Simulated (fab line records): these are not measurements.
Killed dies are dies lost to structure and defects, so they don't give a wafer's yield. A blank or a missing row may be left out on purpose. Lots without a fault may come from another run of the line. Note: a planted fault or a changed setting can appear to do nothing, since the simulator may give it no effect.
Matching of chambers    flow nand-harc    3 sister chambers for NHARC_A_STAIRCASE_DEP_301 on pecvd-03
The step deposits SiON, target thk 30 nm. 18 wafers are shown with their chamber, then 9 later ones without.

WAFERS PAIRED WITH THEIR CHAMBERS
wafer   chamber  heater-power-w (W)  heater-power-outer-w (W)  susceptor-temp-C (C)
L078.2  0        874                 513                       399.92
L078.4  1        616                 374                       399.69
L078.6  0        836                 528                       400.29
L077.1  0        839                 544                       399.77
L077.4  1        635                 392                       400.06
L077.5  2        849                 475                       399.83
L080.1  0        889                 544                       400.23
L080.2  1        682                 421                       399.89
L080.6  2        824                 463                       399.79
L081.1  0        759                 451                       399.87
L081.3  2        725                 401                       399.96
L081.4  0        770                 445                       400.17
L082.4  1        663                 414                       400.31
L082.5  0        829                 472                       399.98
L082.6  2        832                 469                       400.29
L089.2  1        640                 401                       400.19
L089.3  2        792                 449                       400.09
L089.4  2        812                 458                       400.05

SIGNATURES (means of the wafers above)
reading               chamber 0  chamber 1  chamber 2  scatter within a chamber
heater-power-w        828.00     647.20     805.67     42
heater-power-outer-w  499.57     400.40     452.50     32.7
susceptor-temp-C      400.0329   400.0280   400.0017   0.207
Rule: for each reading, subtract the chamber's mean from the wafer's reading, divide by that reading's scatter and square the result; add these up over the readings and take the root, which gives the wafer's distance from the chamber. The wafer belongs to the nearest chamber; if the next one is less than 2 further off, it can't be placed. How the scatter is found: for the shown wafers, subtract from each reading the mean of its chamber, square and add these, divide the total by (wafers less chambers), then take the root.

WAFERS WITH NO CHAMBER GIVEN
wafer   heater-power-w (W)  heater-power-outer-w (W)  susceptor-temp-C (C)
L092.1  638                 416                       399.86
L092.2  821                 489                       400.03
L092.4  869                 493                       400.32
L096.1  642                 400                       400.35
L096.2  773                 444                       399.82
L096.5  755                 455                       399.92
L095.4  619                 375                       399.54
L095.5  791                 444                       399.38
L095.6  812                 484                       400.03

CHAMBER TAKEN BY EACH
wafer   from the rows above           in truth
L092.1  1                             1
L092.2  can't be placed: 0 or 2       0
L092.4  can't be placed: 0 or 2       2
L096.1  1                             1
L096.2  can't be placed: 2 or 0       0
L096.5  can't be placed: 2 or 0 or 1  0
L095.4  1                             1
L095.5  can't be placed: 2 or 0 or 1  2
L095.6  can't be placed: 0 or 2       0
Correctly placed: 3 of 9. Unplaceable from these rows: 6, with the true chamber sitting among the candidates in 6. Placed wrongly: 0.
